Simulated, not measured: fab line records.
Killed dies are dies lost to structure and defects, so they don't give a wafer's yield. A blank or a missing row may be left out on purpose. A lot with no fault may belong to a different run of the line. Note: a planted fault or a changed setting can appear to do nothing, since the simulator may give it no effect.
fab line records	flow nand_harc
[record] lots = 24	wafers = 72	last_day = 24
route steps=1159 shown A_CONTACT@959 A_BLC@987 A_M0@1005 A_M1@1048
lots with no fault: from the same line, run without faults
start_h: start of the lot's first displayed wafer, in hours after the record's first day	wait_h: hours since the lot's step before	" the same as in the row above	L1.1+2: one row covering several wafers at once	- no value, or no start was given	* or withheld: withheld	< > ~ a bound
route shown NAME@n: NAME is a module with steps in the file, n the number in the route of the first one	usual: the fault-free wafers' mean and standard deviation	same: alike in all rows	chamber/n: place in a boat	sites: the reading at each site	_std_site: their standard deviation	_edge_site: inner sites' mean taken away from outer sites' mean	radius_mm: how far each site lies from the wafer's centre	mask NAME#n: copy n	behind: the last tool/chamber to shape the wafer	hold: reason for holding the lot/hours on hold/outcome of the hold	device: the n, p or np transistor that did not switch	end of line: tests of these same wafers at the route's end	step lacking rows: just its recipe	killed: the dies lost at the first sort to structure and to defects; this is not the yield of the wafer	map: dies across one wafer; x = killed, . = not, _ = none there
set.NAME: the run value of the setting; set.NAME@STEP: its run value at that earlier step	model.NAME: the simulator's own value behind a step, which no gauge read
a sample of lots followed through the steps of the route, with each step as a table and each wafer as a row
services: when a tool's chamber went out of use (start_h, in hours from the record's first day, below 0 if earlier), for how many hours, and the reason
[[steps]]
[step NHARC_A_CONTACT_CVD_19]
[recipe] target_thk_a = 3000	temp_c = 300	pressure_torr = 40	wf6_flow_sccm = 40	h2_flow_sccm = 1600	ar_flow_sccm = 1560	time_s = 802	material = W
[usual] heater_power_w = 473/40	throttle_valve_pct = 7.9/0.32
[same] time_s = 802
lot.wafer	tool	chamber	start_h	wait_h	heater_power_w	throttle_valve_pct
L076.2	cvd_w-02	0	-	-	508	7.7
L076.5	"	0	"	"	504	7.8
L076.6	"	1	"	"	465	7.7
L077.2	cvd_w-01	1	-	-	394	8.1
L077.3	"	1	"	"	396	8.5
L077.4	"	0	"	"	486	8.0
L078.4	cvd_w-02	0	-	-	493	7.8
L078.3	"	1	"	"	465	7.9
L078.6	"	0	"	"	507	7.9
L074.1	cvd_w-01	0	-	-	489	7.5
L074.4	"	0	"	"	491	7.6
L074.3	"	1	"	"	392	8.3
L079.4	cvd_w-01	0	-	-	495	7.4
L079.3	"	1	"	"	393	8.0
L079.5	"	1	"	"	395	8.6
L075.1	cvd_w-02	0	-	-	501	7.5
L075.3	"	1	"	"	469	8.0
L075.6	"	0	"	"	503	7.9
L080.2	cvd_w-02	0	-	-	506	7.8
L080.5	"	1	"	"	478	7.9
L080.6	"	0	"	"	503	7.8
L081.2	cvd_w-02	0	-	-	502	8.2
L081.4	"	1	"	"	467	7.7
L081.3	"	0	"	"	498	7.6
L083.2	cvd_w-02	1	-	-	473	8.2
L083.4	"	1	"	"	474	8.2
L083.6	"	1	"	"	476	7.9
L082.1	cvd_w-02	1	-	-	477	8.3
L082.4	"	0	"	"	501	7.8
L082.6	"	1	"	"	481	7.9
L084.2	cvd_w-01	1	-	-	384	8.5
L084.1	"	0	"	"	487	7.5
L084.3	"	0	"	"	484	7.8
L085.3	cvd_w-01	1	-	-	405	8.6
L085.5	"	0	"	"	494	7.7
L085.6	"	1	"	"	393	8.4
L087.1	cvd_w-01	1	-	-	387	8.5
L087.3	"	0	"	"	491	7.7
L087.5	"	1	"	"	384	8.3
L086.1	cvd_w-02	1	-	-	484	8.3
L086.3	"	1	"	"	470	7.8
L086.4	"	0	"	"	506	7.7
L091.1	cvd_w-02	0	-	-	494	8.0
L091.3	"	1	"	"	475	8.0
L091.6	"	0	"	"	511	7.9
L090.1	cvd_w-02	1	-	-	476	7.9
L090.4	"	1	"	"	486	8.2
L090.5	"	0	"	"	504	7.9
L088.2	cvd_w-01	1	-	-	392	8.4
L088.1	"	0	"	"	487	7.5
L088.3	"	0	"	"	480	7.1
L089.1	cvd_w-02	0	-	-	501	7.9
L089.4	"	0	"	"	505	7.8
L089.5	"	1	"	"	479	8.0
L092.1	cvd_w-01	0	-	-	489	7.5
L092.3	"	0	"	"	492	7.3
L092.6	"	1	"	"	402	8.6
L093.1	cvd_w-02	0	-	-	502	7.7
L093.3	"	1	"	"	486	7.9
L093.6	"	1	"	"	472	8.3
L094.2	cvd_w-01	0	-	-	487	7.2
L094.1	"	1	"	"	393	8.2
L094.4	"	1	"	"	390	8.5
L095.1	cvd_w-02	0	-	-	506	8.1
L095.4	"	0	"	"	506	8.1
L095.5	"	0	"	"	519	8.0
L096.1	cvd_w-02	0	-	-	512	7.6
L096.2	"	1	"	"	486	8.0
L096.6	"	0	"	"	513	7.8
L097.2	cvd_w-02	1	-	-	476	8.3
L097.3	"	1	"	"	489	8.0
L097.6	"	1	"	"	475	7.8
[step NHARC_A_BLC_PVD_32]
[recipe] target_thk_a = 50	chamber_pressure_pa = 5	power_w = 5000	substrate_temp_c = 200	time_s = 17.7	material = Ti
[usual] cathode_dc_power_W = 5000.0/1	throttle_valve_pct = 30.0/1
[same] time_s = 17.7
lot.wafer	tool	chamber	start_h	wait_h	cathode_dc_power_W	throttle_valve_pct
L076.2	pvd_sputter-03	-	-	-	5000.9	31.3
L076.6	"	-	"	"	5000.7	28.7
L076.5	"	-	"	"	5000.2	31.5
L077.3	pvd_sputter-01	-	-	-	4999.5	30.9
L077.2	"	-	"	"	4999.8	31.3
L077.4	"	-	"	"	5000.5	29.8
L078.3	pvd_sputter-03	-	-	-	4999.6	29.1
L078.4	"	-	"	"	5000.0	28.8
L078.6	"	-	"	"	4999.7	28.6
L074.1	pvd_sputter-03	-	-	-	4999.6	29.0
L074.3	"	-	"	"	4999.9	28.6
L074.4	"	-	"	"	4999.3	31.4
L079.4	pvd_sputter-02	-	-	-	5000.8	30.6
L079.3	"	-	"	"	5000.6	31.0
L079.5	"	-	"	"	5001.3	30.7
L075.1	pvd_sputter-01	-	-	-	5000.3	30.3
L075.3	"	-	"	"	4999.0	31.4
L075.6	"	-	"	"	5001.4	30.0
L080.2	pvd_sputter-01	-	-	-	4999.4	31.3
L080.6	"	-	"	"	5000.6	30.9
L080.5	"	-	"	"	5000.2	31.3
L081.3	pvd_sputter-01	-	-	-	5000.2	30.6
L081.2	"	-	"	"	4999.5	31.6
L081.4	"	-	"	"	4999.1	30.1
L083.4	pvd_sputter-03	-	-	-	4999.6	28.9
L083.2	"	-	"	"	4999.1	31.4
L083.6	"	-	"	"	4998.3	28.8
L082.4	pvd_sputter-03	-	-	-	5001.1	28.7
L082.1	"	-	"	"	5000.8	31.4
L082.6	"	-	"	"	5001.7	28.8
L084.3	pvd_sputter-03	-	-	-	5000.8	30.8
L084.2	"	-	"	"	4999.7	29.4
L084.1	"	-	"	"	4998.8	29.1
L085.3	pvd_sputter-01	-	-	-	5001.4	30.1
L085.5	"	-	"	"	5000.2	31.3
L085.6	"	-	"	"	4999.3	30.3
L087.3	pvd_sputter-01	-	-	-	5001.7	30.8
L087.1	"	-	"	"	4999.8	30.3
L087.5	"	-	"	"	5000.9	30.2
L086.3	pvd_sputter-01	-	-	-	4999.3	30.3
L086.1	"	-	"	"	4999.7	30.9
L086.4	"	-	"	"	5002.6	30.2
L091.1	pvd_sputter-01	-	-	-	5002.1	30.2
L091.3	"	-	"	"	4999.1	31.6
L091.6	"	-	"	"	4998.7	30.5
L090.4	pvd_sputter-01	-	-	-	4999.6	30.2
L090.1	"	-	"	"	5000.2	30.6
L090.5	"	-	"	"	4999.1	30.7
L088.3	pvd_sputter-03	-	-	-	4999.7	28.8
L088.2	"	-	"	"	5000.8	28.3
L088.1	"	-	"	"	5000.6	29.7
L089.1	pvd_sputter-03	-	-	-	4998.5	29.5
L089.4	"	-	"	"	5000.3	28.9
L089.5	"	-	"	"	4998.6	28.2
L092.1	pvd_sputter-03	-	-	-	4999.1	28.2
L092.3	"	-	"	"	5000.5	30.9
L092.6	"	-	"	"	4999.1	28.1
L093.1	pvd_sputter-03	-	-	-	5000.2	28.2
L093.3	"	-	"	"	4999.3	29.0
L093.6	"	-	"	"	4999.2	30.9
L094.2	pvd_sputter-03	-	-	-	4999.1	28.4
L094.1	"	-	"	"	5000.0	30.7
L094.4	"	-	"	"	5000.7	29.7
L095.4	pvd_sputter-02	-	-	-	5000.8	29.7
L095.1	"	-	"	"	4997.5	30.5
L095.5	"	-	"	"	5000.6	29.9
L096.2	pvd_sputter-01	-	-	-	5001.0	29.8
L096.1	"	-	"	"	4999.2	31.2
L096.6	"	-	"	"	5000.5	31.1
L097.3	pvd_sputter-01	-	-	-	4999.8	29.7
L097.2	"	-	"	"	4998.8	31.4
L097.6	"	-	"	"	4999.6	29.5
[step NHARC_A_BLC_ALD_23]
[recipe] target_thk_a = 30	pulse_time_s = 1	ald_cycles = 150	temp_c = 450	material = TiN
[usual] heater_power_w = 1067/83	precursor_pulse_height_rel = 0.998/0.019
lot.wafer	tool	chamber	start_h	wait_h	heater_power_w	precursor_pulse_height_rel
L076.2	ald_metal-01	3	400.12	-	1075	0.999
L076.6	"	0	"	"	1051	1.025
L076.5	"	1	"	"	1022	0.978
L077.3	ald_metal-03	0	400.67	-	1066	0.963
L077.4	"	1	"	"	1250	0.978
L077.2	"	2	"	"	919	1.026
L078.3	ald_metal-04	1	402.38	-	1024	0.993
L078.6	"	3	"	"	1026	0.981
L078.4	"	0	"	"	1235	1.003
L074.1	ald_metal-04	3	403.00	-	1021	0.984
L074.3	"	0	"	"	1219	0.979
L074.4	"	3	"	"	1027	0.993
L079.3	ald_metal-01	2	413.17	-	1119	0.995
L079.4	"	3	"	"	1075	0.966
L079.5	"	2	"	"	1121	0.987
L075.3	ald_metal-03	3	422.43	-	1097	0.989
L075.1	"	0	"	"	1083	0.998
L075.6	"	2	"	"	927	0.997
L080.2	ald_metal-01	3	424.76	-	1077	1.019
L080.6	"	2	"	"	1098	0.984
L080.5	"	3	"	"	1083	1.027
L081.3	ald_metal-04	3	445.32	-	973	0.996
L081.2	"	0	"	"	1161	1.007
L081.4	"	1	"	"	1052	0.992
L083.2	ald_metal-01	0	446.59	-	1067	1.031
L083.6	"	2	"	"	1138	0.980
L083.4	"	3	"	"	1047	1.006
L082.4	ald_metal-04	2	449.58	-	1013	1.019
L082.1	"	3	"	"	979	1.054
L082.6	"	0	"	"	1168	1.020
L084.3	ald_metal-01	3	470.50	-	1040	0.998
L084.2	"	0	"	"	1004	1.005
L084.1	"	1	"	"	1005	1.020
L085.3	ald_metal-04	2	474.21	-	956	0.957
L085.5	"	0	"	"	1166	0.988
L085.6	"	1	"	"	1071	0.994
L087.3	ald_metal-03	0	475.29	-	1073	1.003
L087.1	"	3	"	"	1111	0.990
L087.5	"	0	"	"	1082	0.994
L086.3	ald_metal-04	1	483.32	-	1074	1.003
L086.1	"	2	"	"	987	1.012
L086.4	"	3	"	"	947	0.972
L091.3	ald_metal-01	3	484.20	-	1057	0.988
L091.1	"	2	"	"	1109	0.982
L091.6	"	0	"	"	997	1.001
L090.1	ald_metal-03	2	490.11	-	945	0.987
L090.4	"	0	"	"	1114	1.000
L090.5	"	2	"	"	950	0.969
L088.1	ald_metal-01	0	491.65	-	1022	1.003
L088.2	"	1	"	"	1018	1.003
L088.3	"	2	"	"	1121	1.046
L089.4	ald_metal-03	3	495.93	-	1111	0.997
L089.1	"	0	"	"	1102	0.994
L089.5	"	3	"	"	1107	0.982
L092.1	ald_metal-03	0	498.58	-	1108	1.025
L092.3	"	1	"	"	1260	0.965
L092.6	"	2	"	"	926	1.010
L093.3	ald_metal-01	3	502.28	-	1054	1.002
L093.1	"	0	"	"	1009	1.020
L093.6	"	3	"	"	1056	0.997
L094.1	ald_metal-04	3	510.03	-	993	0.998
L094.2	"	1	"	"	1087	0.982
L094.4	"	2	"	"	972	0.976
L095.4	ald_metal-03	2	524.12	-	912	1.042
L095.1	"	3	"	"	1072	0.998
L095.5	"	2	"	"	930	1.012
L096.1	ald_metal-04	0	525.95	-	1146	1.021
L096.2	"	2	"	"	996	0.985
L096.6	"	0	"	"	1170	1.012
L097.3	ald_metal-01	3	526.26	-	1057	1.001
L097.2	"	0	"	"	1013	0.967
L097.6	"	1	"	"	1025	0.989
[step NHARC_A_BLC_INSPECT_28]
[usual] raw_defect_count = 444/120
lot.wafer	tool	chamber	start_h	wait_h	raw_defect_count
L076.2	defect_inspect-01	-	401.19	0.1	455
L076.5	"	-	"	"	522
L076.6	"	-	"	"	414
L077.2	defect_inspect-01	-	401.79	0.1	386
L077.3	"	-	"	"	307
L077.4	"	-	"	"	391
L078.3	defect_inspect-02	-	403.55	0.1	384
L078.4	"	-	"	"	257
L078.6	"	-	"	"	294
L074.1	defect_inspect-02	-	404.31	0.1	715
L074.3	"	-	"	"	541
L074.4	"	-	"	"	416
L079.3	defect_inspect-01	-	420.30	0.1	496
L079.4	"	-	"	"	396
L079.5	"	-	"	"	378
L075.1	defect_inspect-01	-	423.54	0.1	499
L075.3	"	-	"	"	481
L075.6	"	-	"	"	498
L080.2	defect_inspect-01	-	425.87	0.1	372
L080.5	"	-	"	"	411
L080.6	"	-	"	"	444
L081.2	defect_inspect-02	-	448.44	0.1	334
L081.3	"	-	"	"	440
L081.4	"	-	"	"	400
L083.2	defect_inspect-02	-	448.88	0.1	332
L083.4	"	-	"	"	366
L083.6	"	-	"	"	219
L082.1	defect_inspect-01	-	455.19	0.1	630
L082.4	"	-	"	"	731
L082.6	"	-	"	"	400
L084.1	defect_inspect-02	-	472.68	0.1	360
L084.2	"	-	"	"	534
L084.3	"	-	"	"	344
L085.3	defect_inspect-01	-	475.31	0.1	363
L085.5	"	-	"	"	538
L085.6	"	-	"	"	613
L087.1	defect_inspect-02	-	476.44	0.1	406
L087.3	"	-	"	"	463
L087.5	"	-	"	"	341
L086.1	defect_inspect-01	-	486.80	0.1	417
L086.3	"	-	"	"	403
L086.4	"	-	"	"	545
L091.1	defect_inspect-01	-	487.98	0.1	436
L091.3	"	-	"	"	682
L091.6	"	-	"	"	578
L090.1	defect_inspect-02	-	494.36	0.1	323
L090.4	"	-	"	"	735
L090.5	"	-	"	"	474
L088.1	defect_inspect-02	-	494.78	0.1	397
L088.2	"	-	"	"	584
L088.3	"	-	"	"	430
L089.1	defect_inspect-02	-	499.35	0.1	429
L089.4	"	-	"	"	404
L089.5	"	-	"	"	358
L092.1	defect_inspect-02	-	503.51	0.1	496
L092.3	"	-	"	"	435
L092.6	"	-	"	"	369
L093.1	defect_inspect-02	-	505.13	0.1	443
L093.3	"	-	"	"	551
L093.6	"	-	"	"	366
L094.1	defect_inspect-02	-	511.15	0.1	538
L094.2	"	-	"	"	660
L094.4	"	-	"	"	447
L095.1	defect_inspect-02	-	529.33	0.1	821
L095.4	"	-	"	"	647
L095.5	"	-	"	"	355
L096.1	defect_inspect-01	-	533.14	0.1	419
L096.2	"	-	"	"	366
L096.6	"	-	"	"	328
L097.2	defect_inspect-02	-	533.61	0.1	224
L097.3	"	-	"	"	260
L097.6	"	-	"	"	263
[step NHARC_A_M0_OVL_MEAS_10]
[recipe] pitch_nm = 160
[usual] overlay_x_nm = 0.0/0.8	overlay_y_nm = -0.1/0.85
lot.wafer	tool	chamber	start_h	wait_h	overlay_x_nm	overlay_y_nm
L076.2	overlay-02	-	402.09	-	0.1	-1.5
L076.5	"	-	"	"	0.5	-1.7
L076.6	"	-	"	"	-0.3	-0.9
L077.2	overlay-01	-	402.68	-	-0.6	-1.5
L077.3	"	-	"	"	-0.5	-1.0
L077.4	"	-	"	"	0.1	-0.7
L078.3	overlay-01	-	404.41	-	-1.1	0.1
L078.4	"	-	"	"	-1.4	0.6
L078.6	"	-	"	"	-1.2	0.1
L074.1	overlay-01	-	405.30	-	-1.2	-0.8
L074.3	"	-	"	"	-0.7	-0.8
L074.4	"	-	"	"	-1.0	-0.7
L079.3	overlay-01	-	421.29	-	0.9	-1.3
L079.4	"	-	"	"	1.4	-0.9
L079.5	"	-	"	"	1.7	-1.0
L075.1	overlay-01	-	424.55	-	-0.5	0.3
L075.3	"	-	"	"	0.0	0.4
L075.6	"	-	"	"	-0.4	0.6
L080.2	overlay-02	-	426.91	-	-0.1	-1.2
L080.5	"	-	"	"	-0.5	-1.1
L080.6	"	-	"	"	0.3	-0.9
L081.2	overlay-01	-	449.82	-	0.8	0.4
L081.3	"	-	"	"	1.4	0.2
L081.4	"	-	"	"	1.3	-0.1
L083.2	overlay-02	-	450.07	-	0.2	0.8
L083.4	"	-	"	"	0.0	0.3
L083.6	"	-	"	"	-0.2	0.2
L082.1	overlay-02	-	456.18	-	0.7	-0.2
L082.4	"	-	"	"	0.3	0.0
L082.6	"	-	"	"	0.4	-0.2
L084.1	overlay-01	-	473.67	-	-1.1	-1.0
L084.2	"	-	"	"	-0.4	-0.8
L084.3	"	-	"	"	-1.1	-1.4
L085.3	overlay-01	-	476.29	-	-0.1	-0.1
L085.5	"	-	"	"	0.3	-0.4
L085.6	"	-	"	"	0.5	0.3
L087.1	overlay-01	-	477.43	-	0.0	-0.4
L087.3	"	-	"	"	0.1	-0.3
L087.5	"	-	"	"	0.6	-0.1
L086.1	overlay-01	-	487.67	-	0.9	0.9
L086.3	"	-	"	"	0.5	0.1
L086.4	"	-	"	"	0.6	0.9
L091.1	overlay-01	-	488.97	-	0.0	0.3
L091.3	"	-	"	"	0.4	0.5
L091.6	"	-	"	"	0.2	0.6
L090.1	overlay-01	-	495.37	-	0.9	1.5
L090.4	"	-	"	"	0.5	1.7
L090.5	"	-	"	"	0.5	1.5
L088.1	overlay-01	-	495.79	-	-1.0	-0.6
L088.2	"	-	"	"	-1.0	-0.6
L088.3	"	-	"	"	-0.9	-0.2
L089.1	overlay-02	-	500.25	-	-1.0	-0.4
L089.4	"	-	"	"	-0.3	-0.8
L089.5	"	-	"	"	-0.2	-1.3
L092.1	overlay-02	-	504.38	-	0.0	-0.1
L092.3	"	-	"	"	0.1	-0.6
L092.6	"	-	"	"	0.2	0.1
L093.1	overlay-01	-	506.14	-	0.7	-1.6
L093.3	"	-	"	"	0.5	-1.3
L093.6	"	-	"	"	0.4	-1.4
L094.1	overlay-02	-	512.14	-	-0.8	0.5
L094.2	"	-	"	"	-1.0	1.1
L094.4	"	-	"	"	-0.5	1.1
L095.1	overlay-02	-	530.32	-	-0.5	1.4
L095.4	"	-	"	"	0.1	0.6
L095.5	"	-	"	"	0.5	0.7
L096.1	overlay-02	-	534.00	-	-0.5	-0.1
L096.2	"	-	"	"	-1.1	0.4
L096.6	"	-	"	"	-1.9	0.5
L097.2	overlay-01	-	534.59	-	1.2	1.2
L097.3	"	-	"	"	0.9	1.7
L097.6	"	-	"	"	1.4	0.5
[step NHARC_A_M1_PVD_20]
[recipe] target_thk_a = 50	bias_v = 168.6	power_w = 15000	chamber_pressure_pa = 0.12	time_s = 8.06	substrate_temp_c = 50	material = TaN
[usual] cathode_dc_power_W = 15000/2.5	throttle_valve_pct = 30.3/0.88
[same] time_s = 8.06
lot.wafer	tool	chamber	start_h	wait_h	cathode_dc_power_W	throttle_valve_pct
L076.2	pvd_sputter-01	-	-	-	15003	30.4
L076.5	"	-	"	"	14999	30.8
L076.6	"	-	"	"	14996	31.5
L077.3	pvd_sputter-02	-	-	-	14998	30.0
L077.4	"	-	"	"	14999	30.0
L077.2	"	-	"	"	14999	30.9
L078.4	pvd_sputter-01	-	-	-	15001	30.3
L078.3	"	-	"	"	15004	30.1
L078.6	"	-	"	"	15001	30.6
L074.4	pvd_sputter-01	-	-	-	15006	30.2
L074.1	"	-	"	"	15001	30.7
L074.3	"	-	"	"	15000	31.3
L079.3	pvd_sputter-01	-	-	-	15002	30.8
L079.4	"	-	"	"	15002	30.2
L079.5	"	-	"	"	15001	31.5
L075.1	pvd_sputter-02	-	-	-	14997	30.0
L075.3	"	-	"	"	15006	31.1
L075.6	"	-	"	"	14997	30.0
L080.2	pvd_sputter-03	-	-	-	14999	31.3
L080.5	"	-	"	"	15000	28.8
L080.6	"	-	"	"	14999	28.7
L081.4	pvd_sputter-02	-	-	-	14999	31.3
L081.2	"	-	"	"	14998	30.7
L081.3	"	-	"	"	14999	30.2
L083.4	pvd_sputter-03	-	-	-	14997	31.1
L083.2	"	-	"	"	14996	28.8
L083.6	"	-	"	"	15005	28.5
L082.4	pvd_sputter-01	-	-	-	15002	30.6
L082.1	"	-	"	"	15003	30.3
L082.6	"	-	"	"	15002	31.4
L084.2	pvd_sputter-03	-	-	-	14998	29.0
L084.1	"	-	"	"	14999	27.8
L084.3	"	-	"	"	15002	30.8
L085.3	pvd_sputter-03	-	-	-	15001	28.9
L085.5	"	-	"	"	15000	30.8
L085.6	"	-	"	"	14999	29.4
L087.3	pvd_sputter-01	-	-	-	15000	30.8
L087.1	"	-	"	"	14995	30.2
L087.5	"	-	"	"	14999	30.9
L086.1	pvd_sputter-01	-	-	-	14997	30.9
L086.3	"	-	"	"	14999	31.3
L086.4	"	-	"	"	14998	30.2
L091.3	pvd_sputter-01	-	-	-	15003	30.3
L091.1	"	-	"	"	15001	31.5
L091.6	"	-	"	"	14999	30.3
L090.4	pvd_sputter-01	-	-	-	15004	30.3
L090.1	"	-	"	"	14999	30.9
L090.5	"	-	"	"	15002	31.4
L088.2	pvd_sputter-03	-	-	-	15002	30.7
L088.3	"	-	"	"	14994	29.4
L088.1	"	-	"	"	15002	28.8
L089.1	pvd_sputter-03	-	-	-	15001	28.7
L089.4	"	-	"	"	15001	31.0
L089.5	"	-	"	"	15000	28.9
L092.3	pvd_sputter-01	-	-	-	15002	30.1
L092.1	"	-	"	"	15000	31.5
L092.6	"	-	"	"	14999	30.4
L093.3	pvd_sputter-03	-	-	-	14998	31.1
L093.1	"	-	"	"	14999	28.1
L093.6	"	-	"	"	14998	30.6
L094.4	pvd_sputter-02	-	-	-	15000	30.2
L094.1	"	-	"	"	14997	30.0
L094.2	"	-	"	"	15002	30.6
L095.4	pvd_sputter-01	-	-	-	15001	31.2
L095.1	"	-	"	"	14998	31.3
L095.5	"	-	"	"	15005	31.0
L096.2	pvd_sputter-02	-	-	-	14998	30.2
L096.1	"	-	"	"	15001	29.9
L096.6	"	-	"	"	15006	30.2
L097.3	pvd_sputter-02	-	-	-	14996	30.8
L097.2	"	-	"	"	15002	31.3
L097.6	"	-	"	"	15000	30.8
[[services]]
tool	chamber	start_h	hours	kind
cvd_w-02	-	376.28	13.0	pm
cvd_w-02	0	376.28	13.0	vent_cycle
pvd_sputter-02	-	377.23	5.1	repair
pvd_sputter-02	-	392.00	10.0	pm
ald_metal-04	2	397.40	18.7	repair
ald_metal-04	-	406.08	10.0	pm
cvd_w-01	-	406.10	2.1	repair
ald_metal-01	1	416.22	3.4	repair
ald_metal-03	1	432.36	26.2	repair
ald_metal-01	-	440.89	0.4	repair
pvd_sputter-02	-	440.98	3.9	repair
ald_metal-03	2	452.12	3.8	repair
pvd_sputter-02	-	455.16	38.8	repair
ald_metal-01	-	458.00	10.0	pm
pvd_sputter-03	-	458.00	10.0	pm
ald_metal-04	-	460.57	1.0	repair
cvd_w-01	-	474.81	13.0	pm
ald_metal-01	-	488.95	0.3	repair
pvd_sputter-01	-	497.49	2.8	repair
ald_metal-03	-	500.07	10.0	pm
ald_metal-04	1	500.11	4.0	repair
cvd_w-02	1	500.82	1.8	repair
pvd_sputter-03	-	513.65	0.6	repair
pvd_sputter-01	-	514.00	10.0	pm
[[key]]
fault none
